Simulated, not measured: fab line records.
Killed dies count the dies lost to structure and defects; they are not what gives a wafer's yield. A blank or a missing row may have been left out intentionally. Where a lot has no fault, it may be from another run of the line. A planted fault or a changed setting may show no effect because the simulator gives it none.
Which of the tools did it? / flow n5Finfet / 36 wafers from 12 lots sampled at 2 of the route's 1938 steps

WHAT EACH GAUGE READ, for each wafer
N5_BEOL_M5_RS_MEAS_57: measures by four-point-probe.
lot=L075; measured=day 9 08:14; on=filmMetro-02; M5_RS (ohm/sq)=0.378 0.377 0.395
lot=L077; measured=day 9 16:49; on=filmMetro-01; M5_RS (ohm/sq)=0.412 0.396 0.395
lot=L078; measured=day 9 22:10; on=filmMetro-02; M5_RS (ohm/sq)=0.388 0.371 0.363
lot=L081; measured=day 10 14:13; on=filmMetro-02; M5_RS (ohm/sq)=0.365 0.373 0.371
lot=L082; measured=day 10 23:02; on=filmMetro-02; M5_RS (ohm/sq)=0.369 0.387 0.364
lot=L085; measured=day 11 06:43; on=filmMetro-01; M5_RS (ohm/sq)=0.411 0.381 0.410
lot=L087; measured=day 12 05:10; on=filmMetro-01; M5_RS (ohm/sq)=0.386 0.386 0.373
lot=L088; measured=day 12 16:26; on=filmMetro-02; M5_RS (ohm/sq)=0.405 0.392 0.383
lot=L090; measured=day 13 03:01; on=filmMetro-02; M5_RS (ohm/sq)=0.388 0.366 0.384
lot=L092; measured=day 13 17:31; on=filmMetro-01; M5_RS (ohm/sq)=0.381 0.384 0.387
lot=L096; measured=day 14 12:30; on=filmMetro-02; M5_RS (ohm/sq)=0.399 0.386 0.392
lot=L097; measured=day 14 22:28; on=filmMetro-01; M5_RS (ohm/sq)=0.397 0.398 0.412

WHICH TOOL RAN EACH LOT (tool, then ch and the chambers of the sampled wafers, then the start)
lot=L075; N5_BEOL_M5_SPUTTER_81=pvdSputter-01, day 9 03:55
lot=L077; N5_BEOL_M5_SPUTTER_81=pvdSputter-01, day 9 12:30
lot=L078; N5_BEOL_M5_SPUTTER_81=pvdSputter-01, day 9 17:38
lot=L081; N5_BEOL_M5_SPUTTER_81=pvdSputter-03, day 10 09:25
lot=L082; N5_BEOL_M5_SPUTTER_81=pvdSputter-02, day 10 18:43
lot=L085; N5_BEOL_M5_SPUTTER_81=pvdSputter-02, day 11 02:22
lot=L087; N5_BEOL_M5_SPUTTER_81=pvdSputter-02, day 12 00:43
lot=L088; N5_BEOL_M5_SPUTTER_81=pvdSputter-02, day 12 12:07
lot=L090; N5_BEOL_M5_SPUTTER_81=pvdSputter-01, day 12 22:38
lot=L092; N5_BEOL_M5_SPUTTER_81=pvdSputter-01, day 13 13:07
lot=L096; N5_BEOL_M5_SPUTTER_81=pvdSputter-01, day 14 08:10
lot=L097; N5_BEOL_M5_SPUTTER_81=pvdSputter-01, day 14 18:05
- N5_BEOL_M5_SPUTTER_81: material Cu, target thk 15 nm, time 27.62 s.

THE ANSWER, worked out from the rows above alone
Rule: usual is defined by the lots themselves. The widest of any qualifying gaps counts: lots, ordered by their means at a reading, are off when they make up no more than a third of the lots, leave a main group of 4 or more, and stand apart from it by 3 or more times the standard deviation of that group's means. If all means in a main group match to the digits the tables above print for the reading, that group is not used. A lot without any number at a reading at which 4 lots or more have one is off too. Where the step has rows for the other lots, those lots are counted as sound.
None of the lots is off at any reading shown; this tells nothing.

WHAT THE SIMULATOR HAD INSERTED
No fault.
